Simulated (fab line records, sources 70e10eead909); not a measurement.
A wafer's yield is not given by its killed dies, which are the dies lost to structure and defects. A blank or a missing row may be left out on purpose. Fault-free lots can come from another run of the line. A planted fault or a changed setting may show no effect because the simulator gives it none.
A struck lot beside a sound one ; flow nand_harc ; 13 steps out of a route of 1302
Sound: the wafers L132.1, L132.2, L132.6. Wafers struck: L139.2, L139.4, L139.5. At the end, the cause is stated.
For every step that has rows: the tool of each side, followed by ch and its chambers, followed by its first start. Under that, the readings that differ: sound wafers ; struck wafers ; difference of the means ; sigmas: that difference in standard deviations of wafers without a fault.
alike: words and numbers the same on both sides, and readings whose means are apart by under 2 such deviations; not compared: readings that were withheld, readings missing a value for some wafer, numbers with overlapping values and no deviation given by the record, and bounds like >300 which may hide the same value.
Wherever a step has rows on one side only, a row that says differs or no value, or a row with sigmas, the two part there. Non-overlapping numbers with no deviation appear without sigmas and do not part them. Lack of a reading on every wafer of one side parts them only where that side has two or more wafers.

first, 1 step without rows for these wafers: NHARC_P_CONTACT_SRD_26.
NHARC_P_CONTACT_INSPECT_27:
  sound: defect_inspect-02 at day 11 06:23; struck: defect_inspect-01 at day 14 00:40
  alike: raw_defect_count
then, 9 steps without rows for these wafers: NHARC_P_M0_DEP_00 (deposits SiOC, target thk 150 nm); NHARC_P_M0_DEHYDRATE_01 (time 120 s); NHARC_P_M0_HMDS_02 (time 30 s); NHARC_P_M0_COAT_33 (time 65 s); NHARC_P_M0_COAT_03 (resist thk 90 nm); NHARC_P_M0_SOFTBAKE_04 (time 55 s); NHARC_P_M0_EBR_05; NHARC_P_M0_EXPOSE_06 (exposes mask P M0, target cd 90 nm); NHARC_P_M0_PEB_07 (peb time 65 s).
NHARC_P_M0_DEVELOP_08: develop time 35 s.
  struck on litho_track-04, day 14 01:00; sound on litho_track-04 ch 0, day 11 07:00
  no value came back on the struck wafers for chill_plate_temp_C (C), develop_time_s (s); on the sound wafers chill_plate_temp_C (C) reads 22.88 22.94 22.87
NHARC_P_M0_CD_MEAS_09: target cd 90 nm.
  sound on cd_sem-02 ch 0, day 11 07:17; struck on cd_sem-01 ch 0, day 14 01:34
reading;sound;struck;difference;sigmas
cd_nm (nm);90.9 89.2 90.4;- - -;no value on the struck wafers;

== WHERE THEY PART ==
At NHARC_P_M0_DEVELOP_08 first; at NHARC_P_M0_CD_MEAS_09 last (within this record only).

WHY: whatever the simulator had introduced
Entire step skipped (litho_track-04, NHARC_P_M0_DEVELOP_08), from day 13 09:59 onward. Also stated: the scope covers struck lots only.
